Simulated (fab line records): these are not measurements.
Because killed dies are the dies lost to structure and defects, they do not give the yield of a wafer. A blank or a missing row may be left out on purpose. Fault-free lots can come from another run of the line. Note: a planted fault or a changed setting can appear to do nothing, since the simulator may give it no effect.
Which tool did it? || flow nand_harc || 12 lots with 36 wafers sampled at 5 steps, on a route of 1159 steps

## WHAT EACH GAUGE READ, for each wafer
NHARC_A_CONTACT_CD_MEAS_42: target cd 200 nm. Usual: 200.1 nm for cd_nm, sd 0.48.
{"lot": "L259", "measured": "day 16 23:18", "on": "cd_sem-02", "cd_nm (nm)": "200.1 199.9 199.9", "flag": ""}
{"lot": "L263", "measured": "day 17 16:49", "on": "cd_sem-01", "cd_nm (nm)": "200.8 200.8 199.9", "flag": ""}
{"lot": "L265", "measured": "day 18 01:06", "on": "cd_sem-02", "cd_nm (nm)": "200.1 200.3 199.8", "flag": ""}
{"lot": "L267", "measured": "day 18 07:22", "on": "cd_sem-03", "cd_nm (nm)": "199.8 200.1 199.8", "flag": ""}
{"lot": "L270", "measured": "day 19 12:03", "on": "cd_sem-01", "cd_nm (nm)": "200.1 200.6 199.9", "flag": ""}
{"lot": "L274", "measured": "day 19 20:11", "on": "cd_sem-02", "cd_nm (nm)": "200.0 199.4 199.8", "flag": ""}
{"lot": "L273", "measured": "day 20 00:13", "on": "cd_sem-02", "cd_nm (nm)": "199.8 200.1 200.2", "flag": ""}
{"lot": "L275", "measured": "day 20 11:32", "on": "cd_sem-01", "cd_nm (nm)": "200.0 199.9 199.8", "flag": ""}
{"lot": "L276", "measured": "day 20 13:23", "on": "cd_sem-01", "cd_nm (nm)": "200.3 200.8 200.7", "flag": ""}
{"lot": "L277", "measured": "day 20 20:07", "on": "cd_sem-02", "cd_nm (nm)": "200.6 200.2 200.9", "flag": ""}
{"lot": "L278", "measured": "day 21 16:27", "on": "cd_sem-01", "cd_nm (nm)": "199.7 199.2 199.2", "flag": ""}
{"lot": "L280", "measured": "day 21 22:11", "on": "cd_sem-01", "cd_nm (nm)": "200.4 200.0 200.6", "flag": ""}

NHARC_END_SORT_01. Usual: killed_at_array 26, standard deviation 9.9; killed_at_other 0.8, standard deviation 1; killed_at_periphery 2.8, standard deviation 2.2; killed_dies 29, standard deviation 9.9; killed_open 3.2, standard deviation 1.8; killed_short 2.1, standard deviation 1.4.
{"lot": "L265", "measured": "day 21 00:56", "on": "prober-02", "killed_at_array": "675 675 676", "killed_at_other": "0 2 1", "killed_at_periphery": "2 0 0", "killed_dies": "677 677 677", "killed_open": "6 3 6", "killed_short": "1 1 1", "flag": "OFF"}
{"lot": "L267", "measured": "day 21 18:07", "on": "prober-02", "killed_at_array": "676 675 675", "killed_at_other": "0 1 2", "killed_at_periphery": "1 1 0", "killed_dies": "677 677 677", "killed_open": "4 2 1", "killed_short": "3 3 0", "flag": "OFF"}

## EACH LOT AND THE TOOL THAT RAN IT (in order: tool; ch and the chambers of the sampled wafers; start)
{"lot": "L259", "NHARC_A_CONTACT_ETCH_49": "rie_diel-09 ch 0,2,3, day 17 00:15 or earlier", "NHARC_A_CONTACT_ETCH_51": "rie_diel-09 ch 0,2,3, day 17 00:15", "NHARC_A_CONTACT_ETCH_117": "har_cap_etch-01 ch 0,1, day 17 01:28"}
{"lot": "L263", "NHARC_A_CONTACT_ETCH_49": "rie_diel-08 ch 0,2,3, day 17 17:47 or earlier", "NHARC_A_CONTACT_ETCH_51": "rie_diel-08 ch 1,3, day 17 17:47", "NHARC_A_CONTACT_ETCH_117": "har_cap_etch-01 ch 0,1, day 17 19:02"}
{"lot": "L265", "NHARC_A_CONTACT_ETCH_49": "rie_diel-09 ch 1,2, day 18 03:01 or earlier", "NHARC_A_CONTACT_ETCH_51": "rie_diel-09 ch 0,3, day 18 03:01", "NHARC_A_CONTACT_ETCH_117": "har_cap_etch-03 ch 0,1, day 18 04:16"}
{"lot": "L267", "NHARC_A_CONTACT_ETCH_49": "rie_diel-07 ch 0,1,3, day 18 08:15 or earlier", "NHARC_A_CONTACT_ETCH_51": "rie_diel-07 ch 0,2, day 18 08:15", "NHARC_A_CONTACT_ETCH_117": "har_cap_etch-02 ch 0,1, day 18 09:32"}
{"lot": "L270", "NHARC_A_CONTACT_ETCH_49": "rie_diel-08 ch 1,2,3, day 19 12:50 or earlier", "NHARC_A_CONTACT_ETCH_51": "rie_diel-08 ch 1,2,3, day 19 12:50", "NHARC_A_CONTACT_ETCH_117": "har_cap_etch-01 ch 0,1, day 19 14:09"}
{"lot": "L274", "NHARC_A_CONTACT_ETCH_49": "rie_diel-08 ch 0,2,3, day 19 21:22 or earlier", "NHARC_A_CONTACT_ETCH_51": "rie_diel-08 ch 1,3, day 19 21:22", "NHARC_A_CONTACT_ETCH_117": "har_cap_etch-03 ch 0,1, day 19 22:38"}
{"lot": "L273", "NHARC_A_CONTACT_ETCH_49": "rie_diel-07 ch 0,1, day 20 01:11 or earlier", "NHARC_A_CONTACT_ETCH_51": "rie_diel-07 ch 0,1,3, day 20 01:11", "NHARC_A_CONTACT_ETCH_117": "har_cap_etch-02 ch 0, day 20 02:22"}
{"lot": "L275", "NHARC_A_CONTACT_ETCH_49": "rie_diel-07 ch 0,1,3, day 20 12:29 or earlier", "NHARC_A_CONTACT_ETCH_51": "rie_diel-07 ch 0,1, day 20 12:29", "NHARC_A_CONTACT_ETCH_117": "har_cap_etch-01 ch 0,1, day 20 13:49"}
{"lot": "L276", "NHARC_A_CONTACT_ETCH_49": "rie_diel-09 ch 1,3, day 20 14:10 or earlier", "NHARC_A_CONTACT_ETCH_51": "rie_diel-09 ch 0,1,2, day 20 14:10", "NHARC_A_CONTACT_ETCH_117": "har_cap_etch-03 ch 0,1, day 20 15:44"}
{"lot": "L277", "NHARC_A_CONTACT_ETCH_49": "rie_diel-09 ch 0,1,2, day 20 21:02 or earlier", "NHARC_A_CONTACT_ETCH_51": "rie_diel-09 ch 0,1,2, day 20 21:02", "NHARC_A_CONTACT_ETCH_117": "har_cap_etch-02 ch 0,1, day 20 22:14"}
{"lot": "L278", "NHARC_A_CONTACT_ETCH_49": "rie_diel-09 ch 0,1, day 21 17:14 or earlier", "NHARC_A_CONTACT_ETCH_51": "rie_diel-09 ch 0,1, day 21 17:14", "NHARC_A_CONTACT_ETCH_117": "har_cap_etch-03 ch 0,1, day 21 18:35"}
{"lot": "L280", "NHARC_A_CONTACT_ETCH_49": "rie_diel-08 ch 1,2,3, day 21 22:59 or earlier", "NHARC_A_CONTACT_ETCH_51": "rie_diel-08 ch 0,1,2, day 21 22:59", "NHARC_A_CONTACT_ETCH_117": "har_cap_etch-03 ch 0,1, day 22 00:18"}
- NHARC_A_CONTACT_ETCH_49: etches the open film in N2/H2, target depth 260 nm, time 475.3 s.
- NHARC_A_CONTACT_ETCH_51: etches the open film in O2/COS, target depth 3600 nm, time 936 s.
- NHARC_A_CONTACT_ETCH_117: etches the open film in C4F8/O2/Ar, time 94 s, target depth 922 nm.

## AS READ BY THE TOOLS THEMSELVES (means over the sampled wafers that have a number; for cases with no such wafer, the mark the record gives instead)
NHARC_A_CONTACT_ETCH_49. Usual: bias_w 150.0 W (standard deviation 0.43); chamber_pressure_mTorr 30.001 mTorr (standard deviation 0.028); drypump_motor_current_A 5.9 A (standard deviation 0.52); oes_product_au 0.999 a.u. (standard deviation 0.0061); rf_vpp_V 430.6 V (standard deviation 2.5); showerhead_plenum_p_Torr 2.04 Torr (standard deviation 0.088); throttle_valve_pct 14.171 % (standard deviation 0.0084).
{"lot": "L259", "tool": "rie_diel-09", "bias_w (W)": 149.9, "chamber_pressure_mTorr (mTorr)": 30.018, "drypump_motor_current_A (A)": 5.9, "oes_product_au (a.u.)": 0.995, "rf_vpp_V (V)": 431.3, "showerhead_plenum_p_Torr (Torr)": 2.07, "throttle_valve_pct (%)": 14.173, "flag": ""}
{"lot": "L263", "tool": "rie_diel-08", "bias_w (W)": 150.1, "chamber_pressure_mTorr (mTorr)": 30.008, "drypump_motor_current_A (A)": 6.2, "oes_product_au (a.u.)": 1.010, "rf_vpp_V (V)": 429.9, "showerhead_plenum_p_Torr (Torr)": 2.03, "throttle_valve_pct (%)": 14.179, "flag": ""}
{"lot": "L265", "tool": "rie_diel-09", "bias_w (W)": 150.1, "chamber_pressure_mTorr (mTorr)": 29.974, "drypump_motor_current_A (A)": 6.1, "oes_product_au (a.u.)": 0.993, "rf_vpp_V (V)": 430.4, "showerhead_plenum_p_Torr (Torr)": 2.06, "throttle_valve_pct (%)": 14.180, "flag": ""}
{"lot": "L267", "tool": "rie_diel-07", "bias_w (W)": 150.0, "chamber_pressure_mTorr (mTorr)": 29.987, "drypump_motor_current_A (A)": 5.1, "oes_product_au (a.u.)": 1.002, "rf_vpp_V (V)": 431.0, "showerhead_plenum_p_Torr (Torr)": 2.05, "throttle_valve_pct (%)": 14.178, "flag": ""}
{"lot": "L270", "tool": "rie_diel-08", "bias_w (W)": 149.8, "chamber_pressure_mTorr (mTorr)": 30.009, "drypump_motor_current_A (A)": 6.4, "oes_product_au (a.u.)": 1.000, "rf_vpp_V (V)": 430.7, "showerhead_plenum_p_Torr (Torr)": 2.01, "throttle_valve_pct (%)": 14.165, "flag": ""}
{"lot": "L274", "tool": "rie_diel-08", "bias_w (W)": 150.0, "chamber_pressure_mTorr (mTorr)": 29.976, "drypump_motor_current_A (A)": 6.2, "oes_product_au (a.u.)": 0.997, "rf_vpp_V (V)": 430.7, "showerhead_plenum_p_Torr (Torr)": 2.02, "throttle_valve_pct (%)": 14.167, "flag": ""}
{"lot": "L273", "tool": "rie_diel-07", "bias_w (W)": 149.6, "chamber_pressure_mTorr (mTorr)": 29.986, "drypump_motor_current_A (A)": 4.7, "oes_product_au (a.u.)": 1.001, "rf_vpp_V (V)": 433.9, "showerhead_plenum_p_Torr (Torr)": 2.14, "throttle_valve_pct (%)": 14.179, "flag": ""}
{"lot": "L275", "tool": "rie_diel-07", "bias_w (W)": 150.3, "chamber_pressure_mTorr (mTorr)": 30.009, "drypump_motor_current_A (A)": 5.1, "oes_product_au (a.u.)": 1.006, "rf_vpp_V (V)": 430.2, "showerhead_plenum_p_Torr (Torr)": 2.04, "throttle_valve_pct (%)": 14.174, "flag": ""}
{"lot": "L276", "tool": "rie_diel-09", "bias_w (W)": 149.8, "chamber_pressure_mTorr (mTorr)": 30.017, "drypump_motor_current_A (A)": 6.1, "oes_product_au (a.u.)": 0.999, "rf_vpp_V (V)": 429.4, "showerhead_plenum_p_Torr (Torr)": 1.97, "throttle_valve_pct (%)": 14.172, "flag": ""}
{"lot": "L277", "tool": "rie_diel-09", "bias_w (W)": 149.7, "chamber_pressure_mTorr (mTorr)": 30.019, "drypump_motor_current_A (A)": 5.9, "oes_product_au (a.u.)": 0.989, "rf_vpp_V (V)": 430.9, "showerhead_plenum_p_Torr (Torr)": 2.06, "throttle_valve_pct (%)": 14.171, "flag": ""}
{"lot": "L278", "tool": "rie_diel-09", "bias_w (W)": 150.3, "chamber_pressure_mTorr (mTorr)": 29.974, "drypump_motor_current_A (A)": 5.8, "oes_product_au (a.u.)": 0.994, "rf_vpp_V (V)": 429.3, "showerhead_plenum_p_Torr (Torr)": 2.01, "throttle_valve_pct (%)": 14.172, "flag": ""}
{"lot": "L280", "tool": "rie_diel-08", "bias_w (W)": 150.0, "chamber_pressure_mTorr (mTorr)": 30.004, "drypump_motor_current_A (A)": 6.4, "oes_product_au (a.u.)": 1.005, "rf_vpp_V (V)": 432.0, "showerhead_plenum_p_Torr (Torr)": 2.12, "throttle_valve_pct (%)": 14.168, "flag": ""}

NHARC_A_CONTACT_ETCH_51. Usual: bias_w 300.0 W (standard deviation 0.96); chamber_pressure_mTorr 20.005 mTorr (standard deviation 0.019); drypump_motor_current_A 5.9 A (standard deviation 0.55); oes_product_au 1.001 a.u. (standard deviation 0.0067); rf_vpp_V 314.2 V (standard deviation 2); showerhead_plenum_p_Torr 3.13 Torr (standard deviation 0.12); throttle_valve_pct 28.329 % (standard deviation 0.0095).
{"lot": "L259", "tool": "rie_diel-09", "bias_w (W)": 299.3, "chamber_pressure_mTorr (mTorr)": 19.994, "drypump_motor_current_A (A)": 6.0, "oes_product_au (a.u.)": 0.995, "rf_vpp_V (V)": 315.3, "showerhead_plenum_p_Torr (Torr)": 3.17, "throttle_valve_pct (%)": 28.332, "flag": ""}
{"lot": "L263", "tool": "rie_diel-08", "bias_w (W)": 299.2, "chamber_pressure_mTorr (mTorr)": 20.009, "drypump_motor_current_A (A)": 6.5, "oes_product_au (a.u.)": 1.007, "rf_vpp_V (V)": 314.5, "showerhead_plenum_p_Torr (Torr)": 3.18, "throttle_valve_pct (%)": 28.329, "flag": ""}
{"lot": "L265", "tool": "rie_diel-09", "bias_w (W)": "-", "chamber_pressure_mTorr (mTorr)": "-", "drypump_motor_current_A (A)": "-", "oes_product_au (a.u.)": "-", "rf_vpp_V (V)": "-", "showerhead_plenum_p_Torr (Torr)": "-", "throttle_valve_pct (%)": "-", "flag": "OFF"}
{"lot": "L267", "tool": "rie_diel-07", "bias_w (W)": "-", "chamber_pressure_mTorr (mTorr)": "-", "drypump_motor_current_A (A)": "-", "oes_product_au (a.u.)": "-", "rf_vpp_V (V)": "-", "showerhead_plenum_p_Torr (Torr)": "-", "throttle_valve_pct (%)": "-", "flag": "OFF"}
{"lot": "L270", "tool": "rie_diel-08", "bias_w (W)": 300.6, "chamber_pressure_mTorr (mTorr)": 19.995, "drypump_motor_current_A (A)": 6.4, "oes_product_au (a.u.)": 1.000, "rf_vpp_V (V)": 313.4, "showerhead_plenum_p_Torr (Torr)": 3.08, "throttle_valve_pct (%)": 28.323, "flag": ""}
{"lot": "L274", "tool": "rie_diel-08", "bias_w (W)": 301.0, "chamber_pressure_mTorr (mTorr)": 19.999, "drypump_motor_current_A (A)": 6.5, "oes_product_au (a.u.)": 1.005, "rf_vpp_V (V)": 315.2, "showerhead_plenum_p_Torr (Torr)": 3.17, "throttle_valve_pct (%)": 28.331, "flag": ""}
{"lot": "L273", "tool": "rie_diel-07", "bias_w (W)": 301.2, "chamber_pressure_mTorr (mTorr)": 20.012, "drypump_motor_current_A (A)": 5.1, "oes_product_au (a.u.)": 1.000, "rf_vpp_V (V)": 313.9, "showerhead_plenum_p_Torr (Torr)": 3.13, "throttle_valve_pct (%)": 28.327, "flag": ""}
{"lot": "L275", "tool": "rie_diel-07", "bias_w (W)": 301.0, "chamber_pressure_mTorr (mTorr)": 20.013, "drypump_motor_current_A (A)": 4.7, "oes_product_au (a.u.)": 0.998, "rf_vpp_V (V)": 317.2, "showerhead_plenum_p_Torr (Torr)": 3.26, "throttle_valve_pct (%)": 28.327, "flag": ""}
{"lot": "L276", "tool": "rie_diel-09", "bias_w (W)": 300.5, "chamber_pressure_mTorr (mTorr)": 20.018, "drypump_motor_current_A (A)": 5.9, "oes_product_au (a.u.)": 0.995, "rf_vpp_V (V)": 314.5, "showerhead_plenum_p_Torr (Torr)": 3.15, "throttle_valve_pct (%)": 28.335, "flag": ""}
{"lot": "L277", "tool": "rie_diel-09", "bias_w (W)": 300.1, "chamber_pressure_mTorr (mTorr)": 20.008, "drypump_motor_current_A (A)": 5.8, "oes_product_au (a.u.)": 0.996, "rf_vpp_V (V)": 314.1, "showerhead_plenum_p_Torr (Torr)": 3.15, "throttle_valve_pct (%)": 28.330, "flag": ""}
{"lot": "L278", "tool": "rie_diel-09", "bias_w (W)": 300.7, "chamber_pressure_mTorr (mTorr)": 20.012, "drypump_motor_current_A (A)": 5.7, "oes_product_au (a.u.)": 0.995, "rf_vpp_V (V)": 315.6, "showerhead_plenum_p_Torr (Torr)": 3.14, "throttle_valve_pct (%)": 28.323, "flag": ""}
{"lot": "L280", "tool": "rie_diel-08", "bias_w (W)": 300.1, "chamber_pressure_mTorr (mTorr)": 19.994, "drypump_motor_current_A (A)": 6.2, "oes_product_au (a.u.)": 1.003, "rf_vpp_V (V)": 315.4, "showerhead_plenum_p_Torr (Torr)": 3.24, "throttle_valve_pct (%)": 28.325, "flag": ""}

NHARC_A_CONTACT_ETCH_117. Usual: chamber_pressure_mTorr 20.002 mTorr, standard deviation 0.018; oes_air_line_au 1.003 a.u., standard deviation 0.02.
{"lot": "L259", "tool": "har_cap_etch-01", "chamber_pressure_mTorr (mTorr)": 20.004, "oes_air_line_au (a.u.)": 1.022, "flag": ""}
{"lot": "L263", "tool": "har_cap_etch-01", "chamber_pressure_mTorr (mTorr)": 20.003, "oes_air_line_au (a.u.)": 0.981, "flag": ""}
{"lot": "L265", "tool": "har_cap_etch-03", "chamber_pressure_mTorr (mTorr)": 20.010, "oes_air_line_au (a.u.)": 0.989, "flag": ""}
{"lot": "L267", "tool": "har_cap_etch-02", "chamber_pressure_mTorr (mTorr)": 20.002, "oes_air_line_au (a.u.)": 0.990, "flag": ""}
{"lot": "L270", "tool": "har_cap_etch-01", "chamber_pressure_mTorr (mTorr)": 20.023, "oes_air_line_au (a.u.)": 1.014, "flag": ""}
{"lot": "L274", "tool": "har_cap_etch-03", "chamber_pressure_mTorr (mTorr)": 20.006, "oes_air_line_au (a.u.)": 1.003, "flag": ""}
{"lot": "L273", "tool": "har_cap_etch-02", "chamber_pressure_mTorr (mTorr)": 20.000, "oes_air_line_au (a.u.)": 0.988, "flag": ""}
{"lot": "L275", "tool": "har_cap_etch-01", "chamber_pressure_mTorr (mTorr)": 19.987, "oes_air_line_au (a.u.)": 0.995, "flag": ""}
{"lot": "L276", "tool": "har_cap_etch-03", "chamber_pressure_mTorr (mTorr)": 20.000, "oes_air_line_au (a.u.)": 1.009, "flag": ""}
{"lot": "L277", "tool": "har_cap_etch-02", "chamber_pressure_mTorr (mTorr)": 19.997, "oes_air_line_au (a.u.)": 1.022, "flag": ""}
{"lot": "L278", "tool": "har_cap_etch-03", "chamber_pressure_mTorr (mTorr)": 20.001, "oes_air_line_au (a.u.)": 1.003, "flag": ""}
{"lot": "L280", "tool": "har_cap_etch-03", "chamber_pressure_mTorr (mTorr)": 19.998, "oes_air_line_au (a.u.)": 1.017, "flag": ""}

## THE ANSWER, worked out from the rows above alone
Rule: a lot is off if the mean of its wafers that have a number lies more than 3 standard deviations from the usual mean. Also off: a lot with no number at a reading for which 4 or more lots have one. Where the step has rows for the other lots, those lots are counted as sound. The gauges are gone through in route order, then the tools' own readings, and for those a lot's mean is taken as printed above. The first step at which some lot is off is used, and at that step the reading that is off furthest; a lot without a number counts as furthest.
Off: L265, L267 (NHARC_END_SORT_01, killed_at_array). Neither off nor sound, because the step has no rows for them: L259, L263, L270, L274, L273, L275, L276, L277, L278, L280.
If a tool, at a process step before that reading, ran all the lots that are off and no sound lot after the first of them, it fits. The gauges at NHARC_END_SORT_01 aren't tried: what is off there is off at NHARC_A_CONTACT_ETCH_51 too, on other tools, and a gauge's error can't cause that. NHARC_A_CONTACT_ETCH_49 gives no start for some lots, so the hours and the order of its lots are those of NHARC_A_CONTACT_ETCH_51. Of those tried, none fits.

## WHAT THE SIMULATOR HAD PUT IN
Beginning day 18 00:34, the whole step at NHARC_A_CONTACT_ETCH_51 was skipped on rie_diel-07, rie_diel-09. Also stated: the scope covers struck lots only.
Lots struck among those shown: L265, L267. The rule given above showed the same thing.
